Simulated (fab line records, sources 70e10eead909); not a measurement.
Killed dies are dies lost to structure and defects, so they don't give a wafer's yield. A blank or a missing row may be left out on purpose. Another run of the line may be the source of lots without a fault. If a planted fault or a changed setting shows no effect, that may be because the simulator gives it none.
Chamber matching / flow nand_harc / NHARC_A_CHANNEL_HOLE_D2_ETCH_44 on rie_diel-13 has 4 sister chambers
The step etches the open film in CF4/O2, target depth 140 nm, overetch 14 nm, time 77 s. 14 wafers are shown with their chamber, then 7 later ones without.

## EACH WAFER AND ITS CHAMBER
wafer=L360.1; chamber=2; drypump_motor_current_A (A)=5.5; rf_vpp_V (V)=199.2; rf_fwd_power_W (W)=296.6
wafer=L360.2; chamber=1; drypump_motor_current_A (A)=5.3; rf_vpp_V (V)=199.1; rf_fwd_power_W (W)=296.9
wafer=L360.6; chamber=0; drypump_motor_current_A (A)=5.8; rf_vpp_V (V)=196.0; rf_fwd_power_W (W)=297.3
wafer=L362.1; chamber=2; drypump_motor_current_A (A)=5.5; rf_vpp_V (V)=199.5; rf_fwd_power_W (W)=297.6
wafer=L362.3; chamber=0; drypump_motor_current_A (A)=5.8; rf_vpp_V (V)=196.6; rf_fwd_power_W (W)=296.7
wafer=L362.6; chamber=3; drypump_motor_current_A (A)=6.1; rf_vpp_V (V)=199.0; rf_fwd_power_W (W)=297.3
wafer=L361.2; chamber=1; drypump_motor_current_A (A)=5.2; rf_vpp_V (V)=198.3; rf_fwd_power_W (W)=296.3
wafer=L361.3; chamber=2; drypump_motor_current_A (A)=5.5; rf_vpp_V (V)=200.2; rf_fwd_power_W (W)=297.0
wafer=L361.4; chamber=0; drypump_motor_current_A (A)=5.8; rf_vpp_V (V)=194.7; rf_fwd_power_W (W)=297.8
wafer=L364.1; chamber=2; drypump_motor_current_A (A)=5.5; rf_vpp_V (V)=199.3; rf_fwd_power_W (W)=298.3
wafer=L364.2; chamber=0; drypump_motor_current_A (A)=5.8; rf_vpp_V (V)=197.2; rf_fwd_power_W (W)=297.8
wafer=L364.5; chamber=1; drypump_motor_current_A (A)=5.3; rf_vpp_V (V)=198.5; rf_fwd_power_W (W)=296.3
wafer=L366.3; chamber=2; drypump_motor_current_A (A)=5.5; rf_vpp_V (V)=200.6; rf_fwd_power_W (W)=296.8
wafer=L366.5; chamber=0; drypump_motor_current_A (A)=5.8; rf_vpp_V (V)=196.4; rf_fwd_power_W (W)=296.8

SIGNATURES (means of the wafers above)
reading=drypump_motor_current_A; chamber 0=5.800; chamber 1=5.267; chamber 2=5.500; chamber 3=6.100; scatter within a chamber=0.0258
reading=rf_vpp_V; chamber 0=196.180; chamber 1=198.633; chamber 2=199.760; chamber 3=199.000; scatter within a chamber=0.73
reading=rf_fwd_power_W; chamber 0=297.280; chamber 1=296.500; chamber 2=297.260; chamber 3=297.300; scatter within a chamber=0.571
Rule: distance of a wafer from a chamber = root of the sum over the readings of ((wafer's reading minus chamber's mean) / reading's scatter) squared. If the next closest chamber is less than 2 further off than the closest, the wafer can't be placed; otherwise it belongs to the closest. The scatter is the square root of a quotient: the sum, over the shown wafers, of each reading's squared deviation from its chamber's mean, divided by wafers minus chambers.

## WAFERS MISSING THEIR CHAMBER
wafer=L366.6; drypump_motor_current_A (A)=6.0; rf_vpp_V (V)=200.8; rf_fwd_power_W (W)=297.5
wafer=L380.3; drypump_motor_current_A (A)=5.8; rf_vpp_V (V)=197.2; rf_fwd_power_W (W)=297.9
wafer=L380.4; drypump_motor_current_A (A)=5.5; rf_vpp_V (V)=199.6; rf_fwd_power_W (W)=296.3
wafer=L380.6; drypump_motor_current_A (A)=5.8; rf_vpp_V (V)=195.9; rf_fwd_power_W (W)=296.8
wafer=L381.2; drypump_motor_current_A (A)=6.0; rf_vpp_V (V)=199.9; rf_fwd_power_W (W)=297.5
wafer=L381.3; drypump_motor_current_A (A)=5.5; rf_vpp_V (V)=199.1; rf_fwd_power_W (W)=297.3
wafer=L381.4; drypump_motor_current_A (A)=5.3; rf_vpp_V (V)=198.6; rf_fwd_power_W (W)=297.2

## WHICH CHAMBER EACH WENT THROUGH
wafer=L366.6; from the rows above=3; in truth=3
wafer=L380.3; from the rows above=0; in truth=0
wafer=L380.4; from the rows above=2; in truth=2
wafer=L380.6; from the rows above=0; in truth=0
wafer=L381.2; from the rows above=3; in truth=3
wafer=L381.3; from the rows above=2; in truth=2
wafer=L381.4; from the rows above=1; in truth=1
Correctly placed: 7 of 7. From these rows, 0 cannot be placed. Number placed wrongly: 0.
